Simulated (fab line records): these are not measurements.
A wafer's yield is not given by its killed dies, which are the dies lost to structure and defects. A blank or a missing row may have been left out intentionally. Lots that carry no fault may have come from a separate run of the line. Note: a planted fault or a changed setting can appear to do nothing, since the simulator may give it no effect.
Matching of chambers :: flow n5-finfet :: 4 sister chambers for N5_FIN_SAQP_SPACER1_ALD_24 on ald-sin-03
The step deposits SiO2, target thk 20.3 nm, pulse time 1 s, purge time 2 s. 8 wafers are shown with their chamber, then 8 later ones without.

## WAFERS, EACH WITH ITS CHAMBER
wafer: L078.2
chamber: 3
heater-power-w (W): 476
susceptor-temp-C (C): 299.96

wafer: L078.4
chamber: 1
heater-power-w (W): 492
susceptor-temp-C (C): 300.01

wafer: L083.5
chamber: 3
heater-power-w (W): 471
susceptor-temp-C (C): 299.98

wafer: L086.6
chamber: 0
heater-power-w (W): 472
susceptor-temp-C (C): 299.83

wafer: L093.1
chamber: 1
heater-power-w (W): 497
susceptor-temp-C (C): 300.03

wafer: L093.2
chamber: 2
heater-power-w (W): 553
susceptor-temp-C (C): 299.88

wafer: L093.6
chamber: 0
heater-power-w (W): 455
susceptor-temp-C (C): 299.80

wafer: L095.1
chamber: 2
heater-power-w (W): 552
susceptor-temp-C (C): 300.04

## WAFERS WITH NO CHAMBER GIVEN
wafer: L095.5
heater-power-w (W): 474
susceptor-temp-C (C): 299.71

wafer: L095.6
heater-power-w (W): 555
susceptor-temp-C (C): 300.04

wafer: L096.1
heater-power-w (W): 476
susceptor-temp-C (C): 300.26

wafer: L096.2
heater-power-w (W): 456
susceptor-temp-C (C): 299.82

wafer: L096.4
heater-power-w (W): 503
susceptor-temp-C (C): 300.38

wafer: L097.3
heater-power-w (W): 495
susceptor-temp-C (C): 299.97

wafer: L097.4
heater-power-w (W): 480
susceptor-temp-C (C): 299.94

wafer: L097.6
heater-power-w (W): 469
susceptor-temp-C (C): 299.96

## EACH ONE'S CHAMBER
wafer: L095.5
from the rows above: 0
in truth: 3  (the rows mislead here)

wafer: L095.6
from the rows above: 2
in truth: 2

wafer: L096.1
from the rows above: can't be placed: 3 or 1
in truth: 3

wafer: L096.2
from the rows above: 0
in truth: 0

wafer: L096.4
from the rows above: 1
in truth: 1

wafer: L097.3
from the rows above: 1
in truth: 1

wafer: L097.4
from the rows above: can't be placed: 3 or 1
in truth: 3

wafer: L097.6
from the rows above: can't be placed: 3 or 0
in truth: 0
Correct placement for 4 of the 8. Cannot be placed on the basis of these rows: 3; the candidates contain the true chamber in 3. 1 placed wrongly.
How it was worked out, from the rows above alone: a wafer's distance from a chamber is the root of the sum, over the readings, of the square of ((its reading less the chamber's mean) divided by the reading's scatter). If the next closest chamber is less than 2 further off than the closest, the wafer can't be placed; otherwise it belongs to the closest. For every chamber, the mean is computed from those of its wafers that are shown. How the scatter is found: for the shown wafers, subtract from each reading the mean of its chamber, square and add these, divide the total by (wafers less chambers), then take the root.
